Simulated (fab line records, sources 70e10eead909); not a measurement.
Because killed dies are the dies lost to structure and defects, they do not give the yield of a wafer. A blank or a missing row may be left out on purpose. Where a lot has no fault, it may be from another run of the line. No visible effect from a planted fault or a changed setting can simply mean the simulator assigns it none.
Chamber matching -- flow nand_harc -- NHARC_A_CONTACT_ETCH_90 on rie_diel-10 has 4 sister chambers
The step etches the open film in CH3F/O2, target depth 40 nm, time 85.7 s. 8 wafers are shown with their chamber, then 12 later ones without.

WAFERS WITH THEIR CHAMBER
wafer,chamber,showerhead_plenum_p_Torr (Torr),drypump_motor_current_A (A)
L081.4,0,2.59,5.30
L086.1,2,2.53,6.02
L087.4,1,2.44,5.64
L087.5,2,2.53,6.05
L088.4,1,2.44,5.64
L090.1,0,2.58,5.31
L090.3,3,2.60,5.89
L090.5,3,2.60,5.90

WAFERS WITHOUT THEIR CHAMBER
wafer,showerhead_plenum_p_Torr (Torr),drypump_motor_current_A (A)
L089.1,2.58,5.31
L089.4,2.53,6.07
L089.5,2.53,6.05
L091.4,2.44,5.63
L091.5,2.60,5.87
L091.6,2.52,6.04
L095.1,2.58,5.30
L095.2,2.43,5.62
L095.3,2.60,5.89
L096.2,2.43,5.64
L096.5,2.43,5.64
L096.6,2.58,5.29

CHAMBER TAKEN BY EACH
wafer,from the rows above,in truth
L089.1,0,0
L089.4,2,2
L089.5,2,2
L091.4,1,1
L091.5,3,3
L091.6,2,2
L095.1,0,0
L095.2,1,1
L095.3,3,3
L096.2,1,1
L096.5,1,1
L096.6,0,0
Correct placement for 12 of the 12. Left unplaced by these rows: 0. Wrongly placed: 0.
How it was worked out, from the rows above alone: a wafer's distance from a chamber is the root of the sum, over the readings, of the square of ((its reading less the chamber's mean) divided by the reading's scatter). The wafer belongs to the nearest chamber; if the next one is less than 2 further off, it can't be placed. Each chamber's mean is taken over the wafers shown for it. The scatter: the root of (the sum of the squares of (reading less its chamber's mean) over the shown wafers, divided by (wafers less chambers)).
